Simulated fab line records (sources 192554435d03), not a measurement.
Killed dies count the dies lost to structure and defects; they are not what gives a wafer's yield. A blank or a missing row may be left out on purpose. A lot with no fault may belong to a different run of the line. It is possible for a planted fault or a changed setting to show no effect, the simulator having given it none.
fab line records	flow n5_finfet
record lots=7	wafers=39
route steps=1938 shown BEOL_M9@1419 BEOL_M14@1753 MIM_TOP@1838 PASSIVATION@1930
start_h: the number of hours between the record's first day and the start of the first shown wafer of the lot	wait_h: hours elapsed since this lot's preceding step	" as in the row above	L1.1+2: a row that stands for several wafers	- no value, or no start given	* or withheld: withheld	< > ~ a bound
route shown NAME@n: NAME is a module with steps in the file, n the number in the route of the first one	usual: the fault-free wafers' mean and standard deviation	same: alike in all rows	chamber/n: place in a boat	sites: per-site readings	_std_site: the values' standard deviation	_edge_site: outer sites' mean less inner sites'	radius_mm: for every site, how far away it sits from the centre of the wafer	mask NAME#n: copy n	behind: the last tool/chamber to shape the wafer	hold: why the lot was held/for how many hours/how that ended	device: the transistor (n, p or np) that didn't switch	end of line: the route-end tests of the same wafers	for a step that has no rows: nothing shown but its recipe	killed: dies that structure and defects cost at the first sort, which is not the same as the wafer's yield	map: the dies of a wafer, with x for killed, . for not killed, _ for no die there
set.NAME: the setting as run; set.NAME@STEP: as run at that earlier step	model.NAME: the simulator's own value behind a step, which no gauge read
lots where settings were altered on purpose, with a table for each step and a row for each wafer
## steps
# step N5_BEOL_M9_ETCH_62
# recipe chemistry=N2/H2	target=SOC	target_depth_a=1100	overetch_a=220	mask_material=SiARC	temp_c=40	time_s=165	ion_energy_ev=200	pressure_mtorr=30	source_w=840	bias_w=150	n2_flow_sccm=200	h2_flow_sccm=200
lot.wafer	tool	chamber	start_h	wait_h	set.target_depth_a	model.SiARC_of_BEOL_M9_COAT_60.thk_nm
L079.1+3+6	rie_diel-03	0,1,1	237.28	0.0	1100	23.6
L079.2	"	2	"	"	1716	21
L079.4	"	3	"	"	1716	20.8
L079.5	"	2	"	"	1716	21.2
L084.1+5	rie_diel-06	2	276.20	0.0	1547	20.8
L084.2	"	0	"	"	1100	23.4
L084.3+6	"	1	"	"	1100	23.6
L084.4	"	3	"	"	1547	21.6
L085.1+3	rie_diel-03	3,1	288.06	0.0	1100	23.6
L085.2+6	"	2,3	"	"	803.5	25.2
L085.4	"	0	"	"	1100	23.4
L085.5	"	0	"	"	803.5	24.8
L092.1+6	rie_diel-03	3	324.24	0.0	1100	23.8
L092.2+3+4+5	"	1,2,0,2	"	"	1100	23.6
L094.1	rie_diel-05	3	334.47	0.0	1100	23.2
L094.2+3+5+6	"	1,0,1,0	"	"	1100	23.4
L094.4	"	3	"	"	1100	23
L095.1	rie_diel-03	2	345.82	0.0	678.6	25.6
L095.2+6	"	0,2	"	"	1100	23.6
L095.3	"	3	"	"	1100	23.8
L095.4+5	"	1	"	"	678.6	25.8
L097.1	rie_diel-06	1	349.91	0.0	1100	23.6
L097.2+5	"	3	"	"	1100	24
# step N5_BEOL_M9_STRIP_68
# recipe chemistry=N2/H2	temp_c=40	n2_flow_sccm=200	h2_flow_sccm=200	rf_frequency_hz=6e+07
# step N5_BEOL_M9_STRIP_67
# recipe chemistry=CF4	resist=SiARC	power_w=300	bias_power_w=75	pressure_mtorr=50	cf4_flow_sccm=150	rf_frequency_hz=6e+07
# step N5_BEOL_M9_HM_OPEN_17
# recipe chemistry=Cl2/BCl3	target_depth_a=200	overetch_a=60	target=TiN	mask_material=SOC	ion_energy_ev=150	pressure_mtorr=10	icp_w=1000	bias_w=126	Cl2_flow_sccm=53.25	bcl3_flow_sccm=21.75	Ar_flow_sccm=25
lot.wafer	tool	chamber	start_h	wait_h	set.target_depth_a@BEOL_M9_ETCH_62	model.etch.depth_nm
L079.1	rie_metal-02	1	237.47	0.0	1100	19.71
L079.2	"	0	"	"	1716	12.44
L079.3	"	1	"	"	1100	19.73
L079.4	"	0	"	"	1716	12.17
L079.5	"	1	"	"	1716	12.6
L079.6	"	0	"	"	1100	19.61
L084.1	rie_metal-01	1	276.39	0.0	1547	14.46
L084.2	"	0	"	"	1100	19.84
L084.3	"	0	"	"	1100	19.83
L084.4	"	1	"	"	1547	14.72
L084.5	"	0	"	"	1547	14.22
L084.6	"	1	"	"	1100	20.18
L085.1	rie_metal-01	1	288.25	0.0	1100	20.19
L085.2	"	0	"	"	803.5	19.96
L085.3	"	1	"	"	1100	20.1
L085.4	"	0	"	"	1100	19.86
L085.5	"	0	"	"	803.5	19.93
L085.6	"	1	"	"	803.5	20.15
L092.1	rie_metal-03	0	324.43	0.0	1100	20.12
L092.2	"	0	"	"	1100	19.81
L092.3	"	0	"	"	1100	20.32
L092.4	"	0	"	"	1100	20.19
L092.5	"	0	"	"	1100	20.04
L092.6	"	0	"	"	1100	20.35
L094.1+6	rie_metal-03	1	334.65	0.0	1100	19.51
L094.2	"	0	"	"	1100	19.68
L094.3	"	1	"	"	1100	19.59
L094.4	"	0	"	"	1100	19.91
L094.5	"	0	"	"	1100	19.84
L095.1	rie_metal-03	0	346.01	0.0	678.6	20.11
L095.2	"	1	"	"	1100	19.89
L095.3	"	1	"	"	1100	19.97
L095.4	"	0	"	"	678.6	20.24
L095.5	"	0	"	"	678.6	20.1
L095.6	"	1	"	"	1100	19.92
L097.1	rie_metal-01	1	350.10	0.0	1100	20.17
L097.2	"	1	"	"	1100	20.11
L097.5	"	1	"	"	1100	20.12
# step N5_BEOL_M14_TRENCH_ETCH_34
# recipe chemistry=C4F8/O2/Ar	target=SiO2	target_depth_a=5566.5	mask_material=SOC	he_inner_torr=15	he_outer_torr=30	time_s=126.9	ion_energy_ev=800	pressure_mtorr=20	source_w=1905	bias_w=2040	Ar_flow_sccm=400	C4F8_flow_sccm=16	O2_flow_sccm=12
lot.wafer	tool	chamber	start_h	wait_h	set.time_s	model.etch.depth_nm
L079.1	rie_diel-01	0	277.12	0.0	126.9	534.7
L079.2	"	1	"	"	126.9	554.2
L079.3	"	2	"	"	126.9	527.6
L079.4	"	3	"	"	62.17	273.2
L079.5	"	3	"	"	62.17	273.5
L079.6	"	0	"	"	62.17	262.1
L084.1	rie_diel-01	1	309.95	0.0	72.55	319.1
L084.2	"	0	"	"	126.9	537.9
L084.3	"	3	"	"	126.9	568.3
L084.4	"	2	"	"	72.55	306.1
L084.5	"	2	"	"	126.9	528.3
L084.6	"	3	"	"	72.55	324.1
L085.1	rie_diel-02	2	323.13	0.0	126.9	553.1
L085.2	"	0	"	"	105.4	452.4
L085.3	"	2	"	"	105.4	459.4
L085.4	"	0	"	"	126.9	541.6
L085.5	"	2	"	"	105.4	456.3
L085.6	"	0	"	"	126.9	546.7
L092.1	rie_diel-01	0	362.82	0.0	200.7	840.4
L092.2	"	3	"	"	126.9	556.7
L092.3	"	1	"	"	200.7	880.1
L092.4	"	2	"	"	200.7	824
L092.5	"	3	"	"	126.9	557.5
L092.6	"	0	"	"	126.9	534
L094.1	rie_diel-01	1	368.61	0.0	159.2	711.8
L094.2	"	0	"	"	126.9	540.7
L094.3	"	2	"	"	126.9	537.5
L094.4	"	3	"	"	159.2	709.8
L094.5	"	0	"	"	126.9	535.6
L094.6	"	3	"	"	159.2	710.5
L095.1	rie_diel-02	0	379.68	0.0	86.25	367.8
L095.2	"	2	"	"	126.9	549.3
L095.3	"	3	"	"	86.25	382
L095.4	"	1	"	"	126.9	560.8
L095.5	"	0	"	"	86.25	368.2
L095.6	"	3	"	"	126.9	556.6
L097.1	rie_diel-02	3	381.15	0.0	126.9	563.6
L097.2	"	2	"	"	126.9	553.3
L097.5	"	0	"	"	126.9	545.5
# step N5_BEOL_M14_STRIP_70
# recipe chemistry=C4F8/O2/Ar	resist=SiARC	rf_frequency_hz=6e+07
# step N5_BEOL_M14_OCD_MEAS_35
# usual trench_depth_nm=552/13
lot.wafer	tool	chamber	start_h	wait_h	set.time_s@BEOL_M14_TRENCH_ETCH_34	trench_depth_nm
L079.1	ocd-02	-	277.27	0.0	126.9	534
L079.2	"	-	"	"	126.9	554
L079.3	"	-	"	"	126.9	528
L079.4	"	-	"	"	62.17	273
L079.5	"	-	"	"	62.17	273
L079.6	"	-	"	"	62.17	262
L084.1	ocd-01	-	310.11	0.0	72.55	319
L084.2	"	-	"	"	126.9	538
L084.3	"	-	"	"	126.9	568
L084.4	"	-	"	"	72.55	306
L084.5	"	-	"	"	126.9	529
L084.6	"	-	"	"	72.55	324
L085.1	ocd-01	-	323.35	0.0	126.9	553
L085.2	"	-	"	"	105.4	452
L085.3	"	-	"	"	105.4	459
L085.4	"	-	"	"	126.9	542
L085.5	"	-	"	"	105.4	456
L085.6	"	-	"	"	126.9	547
L092.1	ocd-01	-	362.98	0.0	200.7	840
L092.2	"	-	"	"	126.9	557
L092.3	"	-	"	"	200.7	880
L092.4	"	-	"	"	200.7	824
L092.5	"	-	"	"	126.9	557
L092.6	"	-	"	"	126.9	534
L094.1	ocd-01	-	368.77	0.0	159.2	712
L094.2	"	-	"	"	126.9	541
L094.3	"	-	"	"	126.9	538
L094.4	"	-	"	"	159.2	710
L094.5	"	-	"	"	126.9	536
L094.6	"	-	"	"	159.2	710
L095.1	ocd-02	-	379.84	0.0	86.25	368
L095.2	"	-	"	"	126.9	549
L095.3	"	-	"	"	86.25	382
L095.4	"	-	"	"	126.9	-
L095.5	"	-	"	"	86.25	-
L095.6	"	-	"	"	126.9	556
L097.1	ocd-01	-	381.30	0.0	126.9	564
L097.2	"	-	"	"	126.9	553
L097.5	"	-	"	"	126.9	545
# step N5_BEOL_M14_STRIP_37
# recipe chemistry=O2	power_w=600	temp_c=60	pressure_mtorr=30	rf_frequency_hz=6e+07	bias_power_w=0	overash_fraction=0.3	o2_flow_sccm=225
# step N5_BEOL_M14_ETCH_38
# recipe chemistry=CF4/N2	target=SiCN	target_depth_a=1065	taper_deg=2	time_s=120.6	ion_energy_ev=150	mask_material=SiO2	pressure_mtorr=40	source_w=430	bias_w=70	Ar_flow_sccm=100	cf4_flow_sccm=60	n2_flow_sccm=60
# step N5_BEOL_M14_ECD_47
# recipe material=Cu	target_thk_a=12480
# step N5_BEOL_M14_ANNEAL_48
# recipe temp_c=225	time_s=90	ambient=N2
# step N5_BEOL_M14_CMP_49
# recipe stop_on=SiO2	t_overpolish_s=5.2	down_force_psi=2	platen_rpm=80	clearing_platen_down_force_psi=2	clearing_platen_rpm=80	post_cmp_clean=cu_alkaline	target_thk_nm=560	clearing_platen_pad_velocity_m_s=1.5917	pad_velocity_m_s=1.5917
lot.wafer	tool	chamber	start_h	wait_h	set.time_s@BEOL_M14_TRENCH_ETCH_34	model.Cu_of_BEOL_M14_ECD_47.thk_nm
L079.3	cmp-03	2	278.48	0.2	126.9	531.2
L079.4	"	3	"	"	62.17	275.4
L079.2	"	0	"	"	126.9	557.2
L079.1	"	1	"	"	126.9	538.2
L079.6	"	2	"	"	62.17	267
L079.5	"	3	"	"	62.17	276.8
L084.2	cmp-02	2	315.38	0.2	126.9	540.2
L084.4	"	3	"	"	72.55	309.6
L084.1	"	0	"	"	72.55	320.6
L084.3	"	1	"	"	126.9	572
L084.6	"	2	"	"	72.55	326.8
L084.5	"	3	"	"	126.9	530.6
L085.1	cmp-01	3	324.76	0.3	126.9	556
L085.4	"	0	"	"	126.9	545
L085.3	"	1	"	"	105.4	461
L085.2	"	2	"	"	105.4	455.4
L085.6	"	3	"	"	126.9	549.2
L085.5	"	0	"	"	105.4	459.6
L092.2	cmp-01	0	366.16	0.2	126.9	560.8
L092.1	"	1	"	"	200.7	842.6
L092.3	"	2	"	"	200.7	884
L092.4	"	3	"	"	200.7	826.6
L092.6	"	0	"	"	126.9	538
L092.5	"	1	"	"	126.9	560.2
L094.3	cmp-03	3	374.33	0.2	126.9	540.2
L094.1	"	0	"	"	159.2	716.2
L094.2	"	1	"	"	126.9	544.8
L094.4	"	2	"	"	159.2	714.4
L094.5	"	3	"	"	126.9	538.6
L094.6	"	0	"	"	159.2	714.8
L095.3	cmp-02	3	382.33	0.2	86.25	385.4
L095.1	"	0	"	"	86.25	370.6
L095.2	"	1	"	"	126.9	554
L095.4	"	2	"	"	126.9	565.4
L095.5	"	3	"	"	86.25	372
L095.6	"	0	"	"	126.9	561
L097.2	cmp-02	0	387.38	0.2	126.9	555.4
L097.1	"	1	"	"	126.9	566.6
L097.5	"	0	"	"	126.9	548.4
# step N5_BEOL_M14_THK_MEAS_50
# recipe thk_meas_gauge=xrf	reads=Cu_of_BEOL_M14_ECD_47
# usual M14_THK=584/15
lot.wafer	tool	chamber	start_h	wait_h	set.time_s@BEOL_M14_TRENCH_ETCH_34	M14_THK[nm]
L079.1	film_metro-02	-	278.78	-	126.9	562
L079.2	"	-	"	"	126.9	583
L079.3	"	-	"	"	126.9	553
L079.4	"	-	"	"	62.17	284
L079.5	"	-	"	"	62.17	285
L079.6	"	-	"	"	62.17	276
L084.1	film_metro-02	-	315.68	-	72.55	335
L084.2	"	-	"	"	126.9	572
L084.3	"	-	"	"	126.9	604
L084.4	"	-	"	"	72.55	325
L084.5	"	-	"	"	126.9	563
L084.6	"	-	"	"	72.55	343
L085.1	film_metro-01	-	325.05	-	126.9	589
L085.2	"	-	"	"	105.4	480
L085.3	"	-	"	"	105.4	486
L085.4	"	-	"	"	126.9	578
L085.5	"	-	"	"	105.4	486
L085.6	"	-	"	"	126.9	581
L092.1	film_metro-01	-	366.46	-	200.7	891
L092.2	"	-	"	"	126.9	585
L092.3	"	-	"	"	200.7	939
L092.4	"	-	"	"	200.7	877
L092.5	"	-	"	"	126.9	587
L092.6	"	-	"	"	126.9	563
L094.1	film_metro-01	-	374.63	-	159.2	754
L094.2	"	-	"	"	126.9	570
L094.3	"	-	"	"	126.9	563
L094.4	"	-	"	"	159.2	756
L094.5	"	-	"	"	126.9	565
L094.6	"	-	"	"	159.2	754
L095.1	film_metro-02	-	382.63	-	86.25	383
L095.2	"	-	"	"	126.9	580
L095.3	"	-	"	"	86.25	399
L095.4	"	-	"	"	126.9	-
L095.5	"	-	"	"	86.25	-
L095.6	"	-	"	"	126.9	589
L097.1	film_metro-02	-	387.67	-	126.9	600
L097.2	"	-	"	"	126.9	585
L097.5	"	-	"	"	126.9	578
# step N5_BEOL_M14_PRE_CLEAN_52
# recipe gas=NH3	time_s=15	temp_c=withheld	rf_power_w=300
# step N5_BEOL_M14_DEP_53
# recipe material=SiCN	target_thk_a=500	temp_c=withheld	precursor=3MS/NH3	pressure_torr=3	rf_w=675	time_s=17.8
# step N5_BEOL_M14_RS_MEAS_54
# recipe thk_meas_gauge=four-point-probe	reads=Cu_of_BEOL_M14_ECD_47+Ta_of_BEOL_M14_SPUTTER_44+TaN_of_BEOL_M14_SPUTTER_43
# usual M14_RS=0.0335/0.00083
lot.wafer	tool	chamber	start_h	wait_h	set.time_s@BEOL_M14_TRENCH_ETCH_34	M14_RS[ohm/sq]
L079.1	film_metro-02	-	278.91	0.0	126.9	0.0345
L079.2	"	-	"	"	126.9	0.0334
L079.3	"	-	"	"	126.9	0.0350
L079.4	"	-	"	"	62.17	0.0692
L079.5	"	-	"	"	62.17	0.0688
L079.6	"	-	"	"	62.17	0.0716
L084.1	film_metro-02	-	315.80	0.0	72.55	0.0590
L084.2	"	-	"	"	126.9	0.0345
L084.3	"	-	"	"	126.9	0.0325
L084.4	"	-	"	"	72.55	0.0612
L084.5	"	-	"	"	126.9	0.0351
L084.6	"	-	"	"	72.55	0.0579
L085.1	film_metro-01	-	325.19	0.0	126.9	0.0334
L085.2	"	-	"	"	105.4	0.0410
L085.3	"	-	"	"	105.4	0.0405
L085.4	"	-	"	"	126.9	0.0340
L085.5	"	-	"	"	105.4	0.0406
L085.6	"	-	"	"	126.9	0.0337
L092.1	film_metro-01	-	366.59	0.0	200.7	0.0219
L092.2	"	-	"	"	126.9	0.0331
L092.3	"	-	"	"	200.7	0.0208
L092.4	"	-	"	"	200.7	0.0223
L092.5	"	-	"	"	126.9	0.0332
L092.6	"	-	"	"	126.9	0.0345
L094.1	film_metro-01	-	374.76	0.0	159.2	0.0258
L094.2	"	-	"	"	126.9	0.0341
L094.3	"	-	"	"	126.9	0.0344
L094.4	"	-	"	"	159.2	0.0258
L094.5	"	-	"	"	126.9	0.0344
L094.6	"	-	"	"	159.2	0.0258
L095.1	film_metro-02	-	382.79	0.1	86.25	0.0509
L095.2	"	-	"	"	126.9	0.0336
L095.3	"	-	"	"	86.25	0.0489
L095.4	"	-	"	"	126.9	-
L095.5	"	-	"	"	86.25	-
L095.6	"	-	"	"	126.9	0.0331
L097.1	film_metro-01	-	387.80	0.0	126.9	0.0327
L097.2	"	-	"	"	126.9	0.0334
L097.5	"	-	"	"	126.9	0.0340
# step N5_MIM_TOP_SPUTTER_03
# recipe material=TiN	target_thk_a=350	temp_c=200	power_w=3000	chamber_pressure_pa=0.49996	gas=Ar	reactive_partial_pa=0.37997	time_s=89.7
lot.wafer	tool	chamber	start_h	wait_h	set.target_thk_a	model.TiN_of_MIM_TOP_SPUTTER_03.thk_nm
L079.1	pvd_sputter-02	-	286.96	0.0	350	34.4
L079.2+4+5	"	-	"	"	350	34.8
L079.3	"	-	"	"	350	34.6
L079.6	"	-	"	"	350	35
L084.1+6	pvd_sputter-02	-	323.76	0.0	350	35
L084.2	"	-	"	"	237.5	24.6
L084.3	"	-	"	"	237.5	24.2
L084.4	"	-	"	"	237.5	23.8
L084.5	"	-	"	"	350	35.2
L085.1	pvd_sputter-02	-	338.82	0.0	214.5	21
L085.2+5	"	-	"	"	214.5	21.2
L085.3	"	-	"	"	350	34.8
L085.4	"	-	"	"	350	35.2
L085.6	"	-	"	"	350	35
L092.1	pvd_sputter-03	-	377.04	0.0	264.3	26.8
L092.2	"	-	"	"	350	34.8
L092.3	"	-	"	"	350	35
L092.4	"	-	"	"	350	34.4
L092.5	"	-	"	"	264.3	27
L092.6	"	-	"	"	264.3	26
L094.1	pvd_sputter-03	-	386.94	0.0	295.8	30.2
L094.2	"	-	"	"	295.8	29.2
L094.3	"	-	"	"	295.8	29.4
L094.4	"	-	"	"	350	35.2
L094.5	"	-	"	"	350	34.8
L094.6	"	-	"	"	350	34.6
L095.1+3+6	pvd_sputter-01	-	390.80	0.0	181.7	19
L095.2+4+5	"	-	"	"	350	36
L097.1	pvd_sputter-03	-	395.60	0.0	350	35.2
L097.2	"	-	"	"	350	34.6
L097.5	"	-	"	"	350	35
# step N5_PASSIVATION_ETCH_54
# recipe chemistry=CHF3/O2	target=SiO2	target_depth_a=8800	CHF3_flow_sccm=50	O2_flow_sccm=5	Ar_flow_sccm=200	time_s=440	mask_material=PR	pressure_mtorr=30	source_w=650	bias_w=170	ion_energy_ev=200
lot.wafer	tool	chamber	start_h	wait_h	set.target_depth_a	model.PASSIVATION.feature_depth_nm	model.etch.depth_nm
L079.1	rie_diel-02	0	298.88	0.1	8800	858.8	858.8
L079.2	"	1	"	"	8800	869.2	869.1
L079.3	"	3	"	"	8800	856.6	856.6
L079.4	"	2	"	"	8800	869.6	869.6
L079.5	"	1	"	"	8800	874	874
L079.6	"	0	"	"	8800	867.8	867.8
L084.1	rie_diel-02	1	334.96	0.1	8800	877.8	877.8
L084.2	"	3	"	"	8800	863.6	863.7
L084.3	"	0	"	"	5507	542.2	542.3
L084.4	"	0	"	"	5507	539	539
L084.5	"	1	"	"	5507	550.2	550.1
L084.6	"	3	"	"	8800	868.6	868.6
L085.1	rie_diel-04	1	349.23	0.1	8800	897.4	897.3
L085.2	"	2	"	"	8800	864.4	864.5
L085.3	"	0	"	"	8800	888.6	888.6
L085.4	"	3	"	"	8800	876.8	876.7
L085.5	"	0	"	"	8800	888	888
L085.6	"	1	"	"	8800	893.8	893.8
L092.1	rie_diel-01	2	384.09	0.1	13790	1326	1326
L092.2	"	0	"	"	8800	854.6	854.6
L092.3	"	1	"	"	13790	1389	1389
L092.4	"	3	"	"	8800	898	897.9
L092.5	"	0	"	"	13790	1333	1333
L092.6	"	1	"	"	8800	884.2	884.1
L094.1	rie_diel-02	0	393.40	0.1	8800	860	860
L094.2	"	2	"	"	7450	730.8	730.9
L094.3	"	3	"	"	7450	748.4	748.4
L094.4	"	1	"	"	7450	735.4	735.5
L094.5	"	2	"	"	8800	860.4	860.4
L094.6	"	3	"	"	8800	877.6	877.6
L095.1	rie_diel-01	3	398.78	0.1	8800	897.6	897.6
L095.2	"	0	"	"	8800	852.4	852.3
L095.3	"	2	"	"	7178	688.6	688.5
L095.4	"	1	"	"	7178	727	726.9
L095.5	"	0	"	"	7178	692.8	692.8
L095.6	"	3	"	"	8800	895	895.1
L097.1	rie_diel-02	3	403.84	0.1	8800	886.6	886.7
L097.2	"	1	"	"	8800	867.8	867.8
L097.5	"	0	"	"	8800	873.6	873.6
## key
split step=N5_BEOL_M9_ETCH_62	setting=target_depth_a	stated=1100	by=wafer
response step=N5_BEOL_M9_ETCH_62	reading=model.SiARC_of_BEOL_M9_COAT_60.thk_nm	change=-0.0525	per=1%	r=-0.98
response step=N5_BEOL_M9_HM_OPEN_17	reading=model.etch.depth_nm	shape=bent	at_lowest=20.15	at_stated=19.93	at_highest=12.4
split step=N5_BEOL_M14_TRENCH_ETCH_34	setting=time_s	stated=126.9	by=wafer
response step=N5_BEOL_M14_TRENCH_ETCH_34	reading=model.etch.depth_nm	change=+5.39	per=1%	r=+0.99
response step=N5_BEOL_M14_OCD_MEAS_35	reading=trench_depth_nm	change=+5.37	per=1%	r=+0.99
response step=N5_BEOL_M14_CMP_49	reading=model.Cu_of_BEOL_M14_ECD_47.thk_nm	change=+5.39	per=1%	r=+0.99
response step=N5_BEOL_M14_THK_MEAS_50	reading=M14_THK	change=+5.77	per=1%	r=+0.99
response step=N5_BEOL_M14_RS_MEAS_54	reading=M14_RS	change=-0.000454	per=1%	r=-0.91
split step=N5_MIM_TOP_SPUTTER_03	setting=target_thk_a	stated=350	by=wafer
response step=N5_MIM_TOP_SPUTTER_03	reading=model.TiN_of_MIM_TOP_SPUTTER_03.thk_nm	change=+0.349	per=1%	r=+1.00
split step=N5_PASSIVATION_ETCH_54	setting=target_depth_a	stated=8800	by=wafer
response step=N5_PASSIVATION_ETCH_54	reading=model.PASSIVATION.feature_depth_nm	change=+8.51	per=1%	r=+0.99
response step=N5_PASSIVATION_ETCH_54	reading=model.etch.depth_nm	change=+8.51	per=1%	r=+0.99
